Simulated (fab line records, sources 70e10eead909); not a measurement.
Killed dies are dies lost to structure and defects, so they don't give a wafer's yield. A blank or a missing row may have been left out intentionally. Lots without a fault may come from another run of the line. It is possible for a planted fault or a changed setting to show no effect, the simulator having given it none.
Chamber matching :: flow nand-harc :: NHARC_P_M1_PRE_CLEAN_32 on pecvd-02: 3 sister chambers
The step time 12 s. 6 wafers are shown with their chamber, then 7 later ones without.

== WAFERS PAIRED WITH THEIR CHAMBERS ==
wafer: L077.5
chamber: 0
heater-power-w (W): 564
rf-fwd-power-W (W): 293.0

wafer: L089.2
chamber: 1
heater-power-w (W): 727
rf-fwd-power-W (W): 290.9

wafer: L089.3
chamber: 2
heater-power-w (W): 828
rf-fwd-power-W (W): 293.1

wafer: L089.4
chamber: 2
heater-power-w (W): 830
rf-fwd-power-W (W): 292.5

wafer: L090.3
chamber: 1
heater-power-w (W): 731
rf-fwd-power-W (W): 293.4

wafer: L090.4
chamber: 0
heater-power-w (W): 570
rf-fwd-power-W (W): 291.2

== WAFERS WHOSE CHAMBER IS MISSING ==
wafer: L090.5
heater-power-w (W): 592
rf-fwd-power-W (W): 291.5

wafer: L093.1
heater-power-w (W): 731
rf-fwd-power-W (W): 291.8

wafer: L093.5
heater-power-w (W): 733
rf-fwd-power-W (W): 293.0

wafer: L093.6
heater-power-w (W): 724
rf-fwd-power-W (W): 292.6

wafer: L096.1
heater-power-w (W): 592
rf-fwd-power-W (W): 292.9

wafer: L096.3
heater-power-w (W): 720
rf-fwd-power-W (W): 291.3

wafer: L096.5
heater-power-w (W): 722
rf-fwd-power-W (W): 292.4

== CHAMBER TAKEN BY EACH ==
wafer: L090.5
from the rows above: 0
in truth: 0

wafer: L093.1
from the rows above: 1
in truth: 1

wafer: L093.5
from the rows above: 1
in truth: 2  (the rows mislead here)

wafer: L093.6
from the rows above: 1
in truth: 1

wafer: L096.1
from the rows above: 0
in truth: 0

wafer: L096.3
from the rows above: 1
in truth: 1

wafer: L096.5
from the rows above: 1
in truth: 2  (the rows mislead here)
Correct placement for 5 of the 7. Can't be placed from these rows: 0. Number placed wrongly: 2.
How it was worked out, from the rows above alone: a wafer's distance from a chamber is the root of the sum, over the readings, of the square of ((its reading less the chamber's mean) divided by the reading's scatter). If the next closest chamber is less than 2 further off than the closest, the wafer can't be placed; otherwise it belongs to the closest. For every chamber, the mean is computed from those of its wafers that are shown. The scatter: the root of (the sum of the squares of (reading less its chamber's mean) over the shown wafers, divided by (wafers less chambers)).
